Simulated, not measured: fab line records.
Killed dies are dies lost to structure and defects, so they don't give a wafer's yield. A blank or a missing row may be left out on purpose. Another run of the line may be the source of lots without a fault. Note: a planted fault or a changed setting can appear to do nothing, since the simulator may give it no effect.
What tool caused it? -- flow nandHarc -- 12 lots, 36 wafers sampled, at 1 step of a route of 1302

## WHAT EACH GAUGE READ, for each wafer
NHARC_A_SIN_REMOVE_INSPECT_04.
lot,measured,on,rawDefectCount
L075,day 20 20:43,defectInspect-02,378 390 344
L076,day 21 04:47,defectInspect-02,650 372 350
L081,day 22 21:26,defectInspect-01,564 466 600
L079,day 23 07:02,defectInspect-01,688 530 539
L082,day 24 07:06,defectInspect-02,379 354 448
L084,day 24 09:38,defectInspect-01,649 416 411
L087,day 26 04:08,defectInspect-02,370 367 384
L088,day 26 07:57,defectInspect-02,450 336 276
L091,day 27 13:20,defectInspect-01,320 318 370
L092,day 28 07:14,defectInspect-01,410 499 440
L096,day 29 14:25,defectInspect-01,278 321 310
L097,day 30 02:25,defectInspect-01,437 474 426

## WHICH TOOL RAN EACH LOT (tool, then ch and the chambers of the sampled wafers, then the start)
Before these readings, the record contains no process step.

## THE ANSWER, worked out from the rows above alone
Rule: usual is defined by the lots themselves. The widest of any qualifying gaps counts: lots, ordered by their means at a reading, are off when they make up no more than a third of the lots, leave a main group of 4 or more, and stand apart from it by 3 or more times the standard deviation of that group's means. Not used: any main group whose means are identical at the precision the tables above print for the reading. A lot without any number at a reading at which 4 lots or more have one is off too. The other lots that the step has rows for count as sound.
No lot is off on any of the readings shown, so nothing can be concluded from this.

## WHAT HAD BEEN PUT IN BY THE SIMULATOR
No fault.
